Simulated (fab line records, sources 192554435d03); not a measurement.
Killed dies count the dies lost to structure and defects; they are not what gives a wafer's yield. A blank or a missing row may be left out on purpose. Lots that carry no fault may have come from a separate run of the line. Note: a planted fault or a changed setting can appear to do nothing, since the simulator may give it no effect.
Matching of chambers    flow n5_finfet    N5_BEOL_M9_PECVD_70 on pecvd-03 has 3 sister chambers
The step deposits SiO2 from TEOS/O2, target thk 20 nm, time 22.7 s. 14 wafers are shown with their chamber, then 7 later ones without.

WAFERS, EACH WITH ITS CHAMBER
wafer   chamber  throttle_valve_pct (%)  showerhead_vpp_V (V)  showerhead_plenum_p_Torr (Torr)
L074.4  2        20.6                    1259                  8.78
L074.5  1        24.1                    1437                  8.73
L074.6  0        23.7                    1209                  8.80
L075.1  2        20.7                    1242                  8.78
L075.2  1        23.8                    1466                  8.71
L075.6  0        23.7                    1225                  8.80
L076.3  2        20.8                    1281                  8.80
L076.4  2        20.9                    1254                  8.80
L076.5  1        23.9                    1414                  8.71
L079.3  2        21.0                    1255                  8.80
L079.4  0        23.6                    1214                  8.81
L079.6  0        23.6                    1240                  8.81
L081.1  0        23.7                    1204                  8.83
L081.3  2        20.7                    1284                  8.78

SIGNATURES (averages over the wafers above)
reading                   chamber 0  chamber 1  chamber 2  scatter within a chamber
throttle_valve_pct        23.660     23.933     20.783     0.123
showerhead_vpp_V          1218.40    1439.00    1262.50    18
showerhead_plenum_p_Torr  8.8100     8.7167     8.7900     0.0115
Rule: for each reading, subtract the chamber's mean from the wafer's reading, divide by that reading's scatter and square the result; add these up over the readings and take the root, which gives the wafer's distance from the chamber. The wafer belongs to the nearest chamber; if the next one is less than 2 further off, it can't be placed. How the scatter is found: for the shown wafers, subtract from each reading the mean of its chamber, square and add these, divide the total by (wafers less chambers), then take the root.

WAFERS WITHOUT THEIR CHAMBER
wafer   throttle_valve_pct (%)  showerhead_vpp_V (V)  showerhead_plenum_p_Torr (Torr)
L081.5  21.0                    1284                  8.77
L095.1  21.0                    1265                  8.81
L095.3  23.8                    1231                  8.79
L095.5  21.1                    1280                  8.82
L097.2  23.7                    1432                  8.73
L097.4  23.7                    1230                  8.81
L097.6  21.0                    1273                  8.78

THE CHAMBER EACH PASSED THROUGH
wafer   from the rows above  in truth
L081.5  2                    2
L095.1  2                    2
L095.3  0                    0
L095.5  2                    2
L097.2  1                    1
L097.4  0                    0
L097.6  2                    2
Correct placement for 7 of the 7. Left unplaced by these rows: 0. Placed wrongly: 0.
